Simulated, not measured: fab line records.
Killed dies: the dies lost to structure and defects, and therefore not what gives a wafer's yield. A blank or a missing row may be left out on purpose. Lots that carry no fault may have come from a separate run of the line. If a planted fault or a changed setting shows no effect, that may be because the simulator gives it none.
Matching of chambers | flow n5 finfet | N5_MIM_TOP_ALD_00 on ald hk-03: 4 sister chambers
The step deposits Al2O3, purge time 3 s, co reactant pulse time 3 s. 4 wafers are shown with their chamber, then 7 later ones without.

## WAFERS WITH THEIR CHAMBER
wafer  | chamber | precursor pulse height rel
L080.1 | 1       | 0.995
L080.3 | 2       | 1.000
L080.4 | 3       | 1.008
L086.5 | 0       | 1.018

## WAFERS WITH NO CHAMBER GIVEN
wafer  | precursor pulse height rel
L086.6 | 1.010
L093.1 | 0.985
L093.2 | 1.021
L093.4 | 1.020
L094.2 | 1.000
L094.5 | 1.004
L094.6 | 0.990

## THE CHAMBER EACH PASSED THROUGH
wafer  | from the rows above          | in truth
L086.6 | can't be placed: 3 or 0 or 2 | 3
L093.1 | can't be placed: 1 or 2      | 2
L093.2 | 0                            | 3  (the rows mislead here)
L093.4 | 0                            | 0
L094.2 | can't be placed: 2 or 1 or 3 | 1
L094.5 | can't be placed: 2 or 3 or 1 | 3
L094.6 | can't be placed: 1 or 2      | 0
Placed correctly: 1 of 7. Cannot be placed on the basis of these rows: 5; the candidates contain the true chamber in 4. 1 placed wrongly.
How it was worked out, from the rows above alone: a wafer's distance from a chamber is the root of the sum, over the readings, of the square of ((its reading less the chamber's mean) divided by the reading's scatter). The wafer belongs to the nearest chamber; if the next one is less than 2 further off, it can't be placed. A chamber's mean is the mean of its shown wafers. The scatter: root of mean squared gap, hidden wafer to nearest shown wafer, with one shown wafer a chamber.
